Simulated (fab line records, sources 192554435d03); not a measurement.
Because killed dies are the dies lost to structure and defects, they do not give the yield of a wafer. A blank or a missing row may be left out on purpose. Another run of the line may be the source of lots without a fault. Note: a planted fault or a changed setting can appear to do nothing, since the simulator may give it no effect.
A lot that was struck, set against a sound lot	flow n5Finfet	36 out of 1938 route steps
Sound: wafers L227.2, L227.4, L227.6. Wafers L233.1, L233.2, L233.6 were the ones struck. The cause comes at the end.
Order at every step that has rows: each side's tool, ch and its chambers, its first start. Under that, the readings that differ: sound wafers	struck wafers	difference of the means	sigmas: that difference in standard deviations of wafers without a fault.
alike: a reading whose means differ by less than 2 such deviations, as well as words and numbers matching on both sides. not compared: withheld readings; readings where some wafer has no value; bounds like >300 that might hide an equal value; numbers whose values overlap and for which the record gives no deviation.
A row with sigmas, a row that says differs or no value, or rows on one side alone: a step with any of these is where the two part. Numbers that don't overlap but have no deviation are shown without sigmas and don't part them. Lack of a reading on every wafer of one side parts them only where that side has two or more wafers.

first, 7 steps without rows for these wafers: N5_BEOL_M4_CMP_52 (polishes, stops on SiOC, t overpolish 6.8 s, target thk 40 nm); N5_BEOL_M4_PRE_CLEAN_60 (time 15 s); N5_BEOL_M4_CO_CAP_55 (material Co, precursor CCTBA/H2, target thk 2 nm, time 102.1 s); N5_BEOL_M4_PRE_CLEAN_56 (time 15 s); N5_BEOL_M4_DEP_57 (deposits SiCN from 3MS/NH3, target thk 8 nm, time 14 s); N5_BEOL_M5_ILD_DEP_00 (deposits SiCOH lowk from DEMS/porogen, target thk 140.64 nm, time 25.9 s); N5_BEOL_M5_CURE_79 (cures SiCOH lowk, time 240 s).
N5_BEOL_M5_PECVD_70: deposits SiO2 from TEOS/O2, target thk 16 nm, time 18 s.
  sound on pecvd-04 ch 0,1, day 8 15:05; struck on pecvd-02 ch 0,1, day 10 12:41
reading	sound	struck	difference	sigmas
heaterPowerW (W)	619 611 609	815 781 767	+175	+2
  alike: showerheadPlenumPTorr, throttleValvePct
then, 25 steps without rows for these wafers: N5_BEOL_M5_HM_DEP_02 (deposits TiN, target thk 20 nm); N5_BEOL_M5_COAT_59 (time 60 s, resist thk 60 nm); N5_BEOL_M5_COAT_60 (time 60 s, resist thk 12 nm); N5_BEOL_M5_COAT_71 (time 60 s, resist thk 5 nm); N5_BEOL_M5_COAT_05 (resist thk 30 nm); N5_BEOL_M5_EBR_07; N5_BEOL_M5_SOFTBAKE_06 (time 60 s); N5_BEOL_M5_EXPOSE_08 (exposes mask M5, target cd 28 nm); N5_BEOL_M5_PEB_09 (peb time 60 s); N5_BEOL_M5_DEVELOP_10 (develop time 30 s); N5_BEOL_M5_DESCUM_16 (chemistry O2, time 7 s); N5_BEOL_M5_ETCH_72 (etches underlayer in N2/H2, target depth 6.5 nm, time 5.2 s); N5_BEOL_M5_ETCH_61 (etches SiARC in CF4, target depth 15.6 nm, time 26 s); N5_BEOL_M5_ETCH_62 (etches SOC in N2/H2, target depth 75 nm, overetch 15 nm, time 112.5 s); N5_BEOL_M5_STRIP_63 (strips in N2/H2); N5_BEOL_M5_STRIP_73 (strips in N2/H2); N5_BEOL_M5_STRIP_64 (strips in CF4); N5_BEOL_M5_HM_OPEN_17 (chemistry Cl2/BCl3, target TiN, target depth 20 nm, overetch 6 nm); N5_BEOL_M5_STRIP_19 (strips in O2); N5_BEOL_M5_COAT_65 (time 60 s, resist thk 60 nm); N5_BEOL_M5_COAT_66 (time 60 s, resist thk 12 nm); N5_BEOL_M5_COAT_74 (time 60 s, resist thk 5 nm); N5_BEOL_M5_COAT_22 (resist thk 30 nm); N5_BEOL_M5_EBR_24; N5_BEOL_M5_SOFTBAKE_23 (time 60 s).
N5_BEOL_M5_HM_STRIP_39: strips TiN in peroxide tin strip, target depth 25 nm, time 158 s.
  sound on wetBench-06 ch 0,1,5, day 8 17:29; struck on wetBench-06 ch 1,2,7, day 10 19:04
reading	sound	struck	difference	sigmas
model.SiO2_of_BEOL_M5_PECVD_70.thkNm (nm)	15.6 15.8 15.8	31.8 31.2 31.8	+15.9	
N5_BEOL_M5_CMP_52: polishes, stops on SiCOH lowk, t overpolish 6.9 s, target thk 62 nm.
  sound on cmp-02 ch 0,1,3, day 9 00:25; struck on cmp-03 ch 0,2,3, day 11 02:05
reading	sound	struck	difference	sigmas
barrierFieldEndpointS (s)	23.4 24.4 24.2	41.2 41.2 41.2	+17.2	+30
overpolishRunS (s)	6.910 6.905 6.903	0.048 0.037 0.039	-6.865	-99 or more
  alike: motorCurrentA, platenRpm, slurryFlowMlMin, timeToEndpointS
following that, these wafers have no rows for 1 step: N5_PASSIVATION_PROBE_49.

== WHERE THEY PART ==
First at N5_BEOL_M5_PECVD_70; last, within this record, at N5_BEOL_M5_CMP_52.

WHY: what the simulator had put in
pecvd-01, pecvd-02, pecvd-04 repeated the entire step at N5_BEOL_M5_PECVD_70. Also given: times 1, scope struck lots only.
